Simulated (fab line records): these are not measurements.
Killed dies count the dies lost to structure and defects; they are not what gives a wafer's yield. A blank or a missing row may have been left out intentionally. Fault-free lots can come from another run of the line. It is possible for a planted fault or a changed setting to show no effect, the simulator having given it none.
fab line records	flow nand-harc
record: lots: 6	wafers: 18	last-day: 24
route steps=1159 shown A_STAIRCASE@716 END@1159
lots with no fault: from the same line, run without faults
start-h: hours from the record's opening day to when the first of the lot's shown wafers began	wait-h: hours since the lot's step before	" identical to the entry in the row above	L1.1+2: a row that stands for several wafers	- no value present, or no start provided	* or withheld: withheld	< > ~ a bound
route shown NAME@n: a module of which the file shows steps, and the number in the route of the first	usual: the fault-free wafers' mean and standard deviation	same: alike in all rows	chamber/n: place in a boat	sites: the reading at each site	_std_site: standard deviation across them	_edge_site: the outer-site mean with the inner-site mean subtracted	radius-mm: for every site, how far away it sits from the centre of the wafer	mask NAME#n: copy n	behind: the tool/chamber that last shaped the wafer	hold: what put the lot on hold/how long, in hours/how the hold closed	device: the transistor (n, p or np) that didn't switch	end of line: tests run on the same wafers once the route is complete	a step with no rows: only its recipe	killed: at the first sort, the dies lost to defects and structure; wafer yield is something else	map: a wafer's dies, marking killed ones x, the rest . and places with no die _
set.NAME: the setting the step ran with; set.NAME@STEP: the setting that earlier step ran with	model.NAME: the simulator's own value behind a step, which no gauge read
lots seen at some steps along the route; tables by step, rows by wafer
services: a tool's chamber out of use, with start hour (start-h, from the record's first day; less than 0 if before it), hours out, and reason
== steps ==
step: NHARC_A_STAIRCASE_DEHYDRATE_433
recipe: temp-c: 150	time-s: 120
step: NHARC_A_STAIRCASE_HMDS_434
recipe: time-s: 30
step: NHARC_A_STAIRCASE_COAT_435
recipe: spin-rpm: 1200
step: NHARC_A_STAIRCASE_SOFTBAKE_436
recipe: temp-c: 135	time-s: 170
step: NHARC_A_STAIRCASE_EBR_437
step: NHARC_A_STAIRCASE_EXPOSE_438
recipe: na: 0.5	dose-mj: 28.97	mask-id: STAIR_REV
step: NHARC_A_STAIRCASE_PEB_439
recipe: peb-temp-c: 115	peb-time-s: 130
step: NHARC_A_STAIRCASE_DEVELOP_440
recipe: time-s: 140
step: NHARC_A_STAIRCASE_HARDBAKE_442
recipe: temp-c: 120	time-s: 140
step: NHARC_A_STAIRCASE_DESCUM_443
recipe: time-s: 3	o2-flow-sccm: 200	ar-flow-sccm: 0	bias-power-w: 0	chemistry: O2
usual: drypump-motor-current-A: 6.0/0.4	oes-product-au: 1.000/0.0079	rf-vpp-V: 57.8/0.86	showerhead-plenum-p-Torr: 1.90/0.088	throttle-valve-pct: 11.310/0.0093
lot.wafer	tool	chamber	start-h	wait-h	drypump-motor-current-A	oes-product-au	rf-hours-counter-h	rf-vpp-V	showerhead-plenum-p-Torr	throttle-valve-pct
L844.4	rie-diel-05	0	325.77	-	5.8	0.992	57	57.8	1.94	11.317
L844.6	"	3	"	"	6.6	1.002	-	57.9	1.90	11.298
L844.5	"	0	"	"	5.8	1.008	-	57.7	1.94	11.313
L854.3	rie-diel-02	2	380.11	-	5.3	0.977	17	58.5	1.88	11.319
L854.1	"	3	"	"	6.4	1.005	18	57.6	1.78	11.313
L854.2	"	0	"	"	5.6	1.001	17	56.1	1.79	11.305
L855.4	rie-diel-05	3	402.10	-	6.6	1.004	22	57.7	1.89	11.302
L855.5	"	0	"	"	5.8	1.010	-	58.5	1.93	11.318
L855.6	"	1	"	"	5.9	1.018	-	56.6	1.90	11.319
L856.3	rie-diel-02	2	402.25	-	5.3	0.998	28	58.1	1.87	11.309
L856.4	"	3	"	"	6.4	1.001	28	57.4	1.78	11.308
L856.2	"	0	"	"	5.7	1.011	28	57.8	1.78	11.304
L863.3	rie-diel-05	1	437.22	-	5.9	1.003	31	57.3	1.90	11.321
L863.5	"	2	"	"	6.2	0.999	-	59.0	2.00	11.306
L863.6	"	3	"	"	6.6	1.010	-	58.9	1.89	11.306
L862.4	rie-diel-02	2	437.34	-	5.3	0.996	42	57.6	1.87	11.305
L862.1	"	1	"	"	6.2	1.010	38	57.6	1.77	11.312
L862.5	"	2	"	"	5.3	0.996	-	57.9	1.87	11.304
step: NHARC_A_STAIRCASE_ETCH_444
recipe: target-depth-a: 1.02e+05	time-s: 3400	c4f8-flow-sccm: 20	o2-flow-sccm: 10	ar-flow-sccm: withheld	rf-w: 600	bias-w: 1000	chemistry: C4F8/O2
usual: bias-w: 1000.1/2.8	chamber-pressure-mTorr: 25.002/0.025	oes-product-au: 0.939/0.021	rf-vpp-V: 806/5.2
lot.wafer	tool	chamber	start-h	wait-h	bias-w	chamber-pressure-mTorr	oes-product-au	rf-hours-counter-h	rf-vpp-V
L844.4	rie-diel-05	2	326.60	0.8	1001.3	24.943	0.915	58	812
L844.6	"	3	"	"	1001.0	24.993	0.912	-	806
L844.5	"	0	"	"	996.4	24.973	0.910	-	808
L854.1	rie-diel-02	0	380.24	0.1	999.2	25.037	0.962	17	800
L854.3	"	1	"	"	996.9	25.012	0.961	14	799
L854.2	"	3	"	"	1001.3	25.017	0.948	18	800
L855.4	rie-diel-05	3	402.40	0.3	-	-	-	-	-
L855.5	"	2	"	"	-	-	-	-	-
L855.6	"	3	"	"	-	-	-	-	-
L856.4	rie-diel-02	2	402.58	0.3	-	-	-	-	-
L856.2	"	3	"	"	-	-	-	-	-
L856.3	"	1	"	"	-	-	-	-	-
L862.1	rie-diel-02	1	437.53	0.2	1004.0	25.041	0.932	38	798
L862.4	"	3	"	"	998.7	25.038	0.927	43	797
L862.5	"	2	"	"	998.3	25.012	0.922	-	803
L863.3	rie-diel-05	2	437.98	0.8	1002.3	24.972	0.931	32	812
L863.5	"	0	"	"	999.5	24.978	0.923	-	808
L863.6	"	1	"	"	1003.6	24.993	0.926	-	805
step: NHARC_END_SORT_01
recipe: temp-c: 25
usual: killed-at-array: 29/12	killed-at-other: 0.7/1	killed-at-periphery: 4/3.2	killed-dies: 34/12	killed-open: 3.4/2	killed-short: 1.8/1.3
same: gross-dies: 677
lot.wafer	tool	chamber	start-h	wait-h	killed-at-array	killed-at-other	killed-at-periphery	killed-dies	killed-open	killed-short
L855.4	prober-02	0	546.94	3.4	668	6	3	677	5	4
L855.5	prober-02	0	547.75	3.7	676	0	1	677	2	3
L855.6	prober-02	0	548.55	4.0	673	1	3	677	5	3
L856.2	prober-01	0	553.15	2.8	664	2	11	677	2	3
L856.3	prober-01	0	553.95	3.1	675	0	2	677	0	2
L856.4	prober-01	0	554.74	3.4	671	1	5	677	3	3
killed by level:class
L855.4 A_STAIRCASE:area-etch=639 A_CHANNEL_HOLE_D1:chamber-film-flake=8 A_STAIRCASE:chamber-film-flake=6 A_CONTACT:chamber-film-flake=6 THIN_TSV:chamber-film-flake=4 A_CONTACT:geometric-particle:open=3 P_STI:chamber-film-flake=3 A_CHANNEL_HOLE_D1:geometric-particle:open=1
L855.5 A_STAIRCASE:area-etch=633 A_CHANNEL_HOLE_D1:chamber-film-flake=23 A_STAIRCASE:chamber-film-flake=8 A_CONTACT:chamber-film-flake=5 A_SLIT:chamber-film-flake=2 P_M2:geometric-particle:short=1 A_SOURCE_PLATE:geometric-particle:open=1 A_CHANNEL_HOLE_D1:geometric-particle:short=1
L855.6 A_STAIRCASE:area-etch=639 A_CONTACT:chamber-film-flake=14 A_CHANNEL_HOLE_D1:chamber-film-flake=10 A_STAIRCASE:chamber-film-flake=6 P_GATE:geometric-particle:short=2 P_M0:geometric-particle:open=1 A_SOURCE_PLATE:geometric-particle:open=1 A_ONON_D1:geometric-particle:open=1
L856.2 A_STAIRCASE:area-etch=642 A_CONTACT:chamber-film-flake=7 A_STAIRCASE:chamber-film-flake=6 P_ZERO_WELL:chamber-film-flake=5 P_CONTACT:chamber-film-flake=5 A_CHANNEL_HOLE_D1:chamber-film-flake=4 A_WL_FILL:geometric-particle:short=2 A_SLIT:chamber-film-flake=2
L856.3 A_STAIRCASE:area-etch=651 A_CONTACT:chamber-film-flake=9 A_STAIRCASE:chamber-film-flake=8 A_CHANNEL_HOLE_D1:chamber-film-flake=4 A_SOURCE_PLATE:geometric-particle:short=1 A_WL_FILL:geometric-particle:short=1 P_ZERO_WELL:chamber-film-flake=1 P_CONTACT:chamber-film-flake=1
L856.4 A_STAIRCASE:area-etch=639 A_CONTACT:chamber-film-flake=13 A_STAIRCASE:chamber-film-flake=9 A_CHANNEL_HOLE_D1:chamber-film-flake=5 P_CONTACT:chamber-film-flake=3 P_M0:geometric-particle:short=2 A_CONTACT:geometric-particle:open=2 A_ONON_D1:geometric-particle:open=1
map L855.4 (x killed, . not)
____________x____________
_________xxxxxxx_________
_______xxxxxxxxxxx_______
______xxxxxxxxxxxxx______
_____xxxxxxxxxxxxxxx_____
____xxxxxxxxxxxxxxxxx____
____xxxxxxxxxxxxxxxxx____
___xxxxxxxxxxxxxxxxxxx___
___xxxxxxxxxxxxxxxxxxx___
__xxxxxxxxxxxxxxxxxxxxx__
__xxxxxxxxxxxxxxxxxxxxx__
_xxxxxxxxxxxxxxxxxxxxxxx_
_xxxxxxxxxxxxxxxxxxxxxxx_
_xxxxxxxxxxxxxxxxxxxxxxx_
_xxxxxxxxxxxxxxxxxxxxxxx_
_xxxxxxxxxxxxxxxxxxxxxxx_
xxxxxxxxxxxxxxxxxxxxxxxxx
xxxxxxxxxxxxxxxxxxxxxxxxx
xxxxxxxxxxxxxxxxxxxxxxxxx
xxxxxxxxxxxxxxxxxxxxxxxxx
xxxxxxxxxxxxxxxxxxxxxxxxx
_xxxxxxxxxxxxxxxxxxxxxxx_
_xxxxxxxxxxxxxxxxxxxxxxx_
_xxxxxxxxxxxxxxxxxxxxxxx_
_xxxxxxxxxxxxxxxxxxxxxxx_
_xxxxxxxxxxxxxxxxxxxxxxx_
__xxxxxxxxxxxxxxxxxxxxx__
__xxxxxxxxxxxxxxxxxxxxx__
___xxxxxxxxxxxxxxxxxxx___
___xxxxxxxxxxxxxxxxxxx___
____xxxxxxxxxxxxxxxxx____
____xxxxxxxxxxxxxxxxx____
_____xxxxxxxxxxxxxxx_____
______xxxxxxxxxxxxx______
_______xxxxxxxxxxx_______
_________xxxxxxx_________
____________x____________
map L856.2 (x killed, . not)
____________x____________
_________xxxxxxx_________
_______xxxxxxxxxxx_______
______xxxxxxxxxxxxx______
_____xxxxxxxxxxxxxxx_____
____xxxxxxxxxxxxxxxxx____
____xxxxxxxxxxxxxxxxx____
___xxxxxxxxxxxxxxxxxxx___
___xxxxxxxxxxxxxxxxxxx___
__xxxxxxxxxxxxxxxxxxxxx__
__xxxxxxxxxxxxxxxxxxxxx__
_xxxxxxxxxxxxxxxxxxxxxxx_
_xxxxxxxxxxxxxxxxxxxxxxx_
_xxxxxxxxxxxxxxxxxxxxxxx_
_xxxxxxxxxxxxxxxxxxxxxxx_
_xxxxxxxxxxxxxxxxxxxxxxx_
xxxxxxxxxxxxxxxxxxxxxxxxx
xxxxxxxxxxxxxxxxxxxxxxxxx
xxxxxxxxxxxxxxxxxxxxxxxxx
xxxxxxxxxxxxxxxxxxxxxxxxx
xxxxxxxxxxxxxxxxxxxxxxxxx
_xxxxxxxxxxxxxxxxxxxxxxx_
_xxxxxxxxxxxxxxxxxxxxxxx_
_xxxxxxxxxxxxxxxxxxxxxxx_
_xxxxxxxxxxxxxxxxxxxxxxx_
_xxxxxxxxxxxxxxxxxxxxxxx_
__xxxxxxxxxxxxxxxxxxxxx__
__xxxxxxxxxxxxxxxxxxxxx__
___xxxxxxxxxxxxxxxxxxx___
___xxxxxxxxxxxxxxxxxxx___
____xxxxxxxxxxxxxxxxx____
____xxxxxxxxxxxxxxxxx____
_____xxxxxxxxxxxxxxx_____
______xxxxxxxxxxxxx______
_______xxxxxxxxxxx_______
_________xxxxxxx_________
____________x____________
== services ==
tool	chamber	start-h	hours	kind
rie-diel-02	0	307.47	-	clean
rie-diel-02	1	307.47	-	clean
rie-diel-02	2	307.47	-	clean
rie-diel-02	3	307.47	-	clean
rie-diel-05	0	319.75	-	clean
rie-diel-05	1	319.75	-	clean
rie-diel-05	2	319.75	-	clean
rie-diel-05	3	319.75	-	clean
rie-diel-02	-	328.07	9.0	pm
rie-diel-02	0	328.07	9.0	vent-cycle
rie-diel-02	1	328.07	13.5	vent-cycle
rie-diel-02	2	328.07	9.0	vent-cycle
rie-diel-02	3	328.07	9.0	vent-cycle
rie-diel-02	0	337.07	-	clean
rie-diel-02	0	337.07	-	consumable-replace:focus-ring
rie-diel-02	2	337.07	-	clean
rie-diel-02	3	337.07	-	clean
rie-diel-02	3	337.07	-	consumable-replace:focus-ring
rie-diel-05	-	340.66	9.0	pm
rie-diel-05	0	340.66	9.0	vent-cycle
rie-diel-05	1	340.66	9.0	vent-cycle
rie-diel-05	2	340.66	9.0	vent-cycle
rie-diel-05	3	340.66	9.0	vent-cycle
rie-diel-05	2	360.06	14.7	repair
== key ==
first-sign: step: NHARC_A_STAIRCASE_ETCH_444	reading: tool-record	direction: missing
effect: step: NHARC_END_SORT_01	reading: killed-dies	direction: up	sigmas: 55	usual: 34	struck: 677
more-kills-born-at: NHARC_A_STAIRCASE_ETCH_444@rie-diel-02: 1932	NHARC_A_STAIRCASE_ETCH_444@rie-diel-05: 1911
met-at NHARC_A_STAIRCASE_ETCH_444
struck-wafers L855.4,L855.5,L855.6,L856.2,L856.3,L856.4
later-rows-left-out L855.4,L855.5,L855.6,L856.2,L856.3,L856.4
tester-left-out L855,L856
onset-between 380.24 402.40
fault: kind: skipped-step-whole	tool: rie-diel-02,rie-diel-05	chamber: -	onset-h: 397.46	steps: NHARC_A_STAIRCASE_ETCH_444	scope: struck-lots-only
tester-left-out: of these lots the tester's yield and bins aren't shown, on N5 and GAA mostly nor the transistor test; their killed dies are dies lost to structure and defects alone, not to doping, threshold or leakage, so they don't give the yield
later-rows-left-out: the simulator's readings of these wafers behind a module that went badly wrong aren't trusted and aren't shown, but for the sort
